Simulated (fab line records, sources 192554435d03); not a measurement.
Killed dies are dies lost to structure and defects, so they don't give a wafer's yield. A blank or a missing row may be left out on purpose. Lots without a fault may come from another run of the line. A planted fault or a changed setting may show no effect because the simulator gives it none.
Chamber matching | flow n5_finfet | N5_BEOL_M0_STRIP_142 on rie_diel-01: 4 sister chambers
The step strips in N2/H2, time 10 s. 16 wafers are shown with their chamber, then 8 later ones without.

WAFERS WITH THEIR CHAMBER
wafer  | chamber | drypump_motor_current_A (A) | throttle_valve_pct (%) | showerhead_plenum_p_Torr (Torr)
L076.1 | 2       | 5.0                         | 23.34                  | 2.60
L076.2 | 3       | 5.2                         | 23.94                  | 2.57
L076.4 | 0       | 6.5                         | 23.57                  | 2.49
L082.2 | 3       | 5.2                         | 23.96                  | 2.56
L082.3 | 2       | 5.0                         | 23.36                  | 2.60
L082.5 | 0       | 6.5                         | 23.58                  | 2.48
L087.1 | 1       | 5.6                         | 23.97                  | 2.53
L087.4 | 2       | 5.0                         | 23.36                  | 2.59
L087.6 | 0       | 6.5                         | 23.58                  | 2.48
L090.2 | 1       | 5.6                         | 23.97                  | 2.53
L090.3 | 3       | 5.2                         | 23.99                  | 2.55
L090.6 | 3       | 5.2                         | 24.01                  | 2.55
L091.1 | 0       | 6.5                         | 23.61                  | 2.47
L091.3 | 1       | 5.7                         | 23.99                  | 2.52
L091.6 | 3       | 5.2                         | 24.01                  | 2.55
L092.1 | 3       | 5.2                         | 24.00                  | 2.55

SIGNATURES (means of the wafers above)
reading                  | chamber 0 | chamber 1 | chamber 2 | chamber 3 | scatter within a chamber
drypump_motor_current_A  | 6.500     | 5.633     | 5.000     | 5.200     | 0.0236
throttle_valve_pct       | 23.5850   | 23.9767   | 23.3533   | 23.9850   | 0.0216
showerhead_plenum_p_Torr | 2.4800    | 2.5267    | 2.5967    | 2.5550    | 0.00755
Rule: a wafer's distance from a chamber is the root of the sum, over the readings, of the square of ((its reading less the chamber's mean) divided by the reading's scatter). The wafer belongs to the nearest chamber; if the next one is less than 2 further off, it can't be placed. The scatter: the root of (the sum of the squares of (reading less its chamber's mean) over the shown wafers, divided by (wafers less chambers)).

WAFERS WITHOUT THEIR CHAMBER
wafer  | drypump_motor_current_A (A) | throttle_valve_pct (%) | showerhead_plenum_p_Torr (Torr)
L092.2 | 5.0                         | 23.07                  | 2.59
L092.6 | 5.2                         | 24.00                  | 2.55
L093.3 | 5.2                         | 24.01                  | 2.55
L093.4 | 5.0                         | 23.08                  | 2.59
L093.5 | 6.5                         | 23.62                  | 2.47
L096.2 | 5.2                         | 24.01                  | 2.55
L096.3 | 5.7                         | 23.99                  | 2.52
L096.6 | 5.7                         | 23.99                  | 2.52

WHICH CHAMBER EACH WENT THROUGH
wafer  | from the rows above | in truth
L092.2 | 2                   | 2
L092.6 | 3                   | 3
L093.3 | 3                   | 3
L093.4 | 2                   | 2
L093.5 | 0                   | 0
L096.2 | 3                   | 3
L096.3 | 1                   | 1
L096.6 | 1                   | 1
Placed correctly: 8 of 8. Can't be placed from these rows: 0. Placed wrongly: 0.
